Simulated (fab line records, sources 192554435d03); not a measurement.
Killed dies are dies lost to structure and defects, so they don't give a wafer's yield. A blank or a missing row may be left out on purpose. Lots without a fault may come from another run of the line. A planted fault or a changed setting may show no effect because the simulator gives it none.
Chamber matching | flow n5_finfet | N5_BEOL_M10_STRIP_19 on rie_diel-04: 4 sister chambers
The step strips in O2. 4 wafers are shown with their chamber, then 9 later ones without.

WAFERS WITH THEIR CHAMBER
wafer  | chamber | drypump_motor_current_A (A)
L082.4 | 0       | 5.53
L086.2 | 3       | 5.20
L086.3 | 1       | 5.91
L086.4 | 2       | 5.40

WAFERS WITHOUT THEIR CHAMBER
wafer  | drypump_motor_current_A (A)
L090.1 | 5.51
L090.2 | 5.39
L090.4 | 5.22
L089.2 | 5.92
L089.4 | 5.53
L089.5 | 5.52
L093.1 | 5.52
L093.2 | 5.92
L093.4 | 5.21

WHICH CHAMBER EACH WENT THROUGH
wafer  | from the rows above | in truth
L090.1 | 0                   | 0
L090.2 | 2                   | 2
L090.4 | 3                   | 3
L089.2 | 1                   | 1
L089.4 | 0                   | 0
L089.5 | 0                   | 0
L093.1 | 0                   | 0
L093.2 | 1                   | 1
L093.4 | 3                   | 3
Placed correctly: 9 of 9. Can't be placed from these rows: 0. Placed wrongly: 0.
How it was worked out, from the rows above alone: a wafer's distance from a chamber is the root of the sum, over the readings, of the square of ((its reading less the chamber's mean) divided by the reading's scatter). The wafer belongs to the nearest chamber; if the next one is less than 2 further off, it can't be placed. A chamber's mean is the mean of its shown wafers. The scatter: with one shown wafer a chamber, the root of the mean of the squares of how far each hidden wafer lies from its nearest shown one.
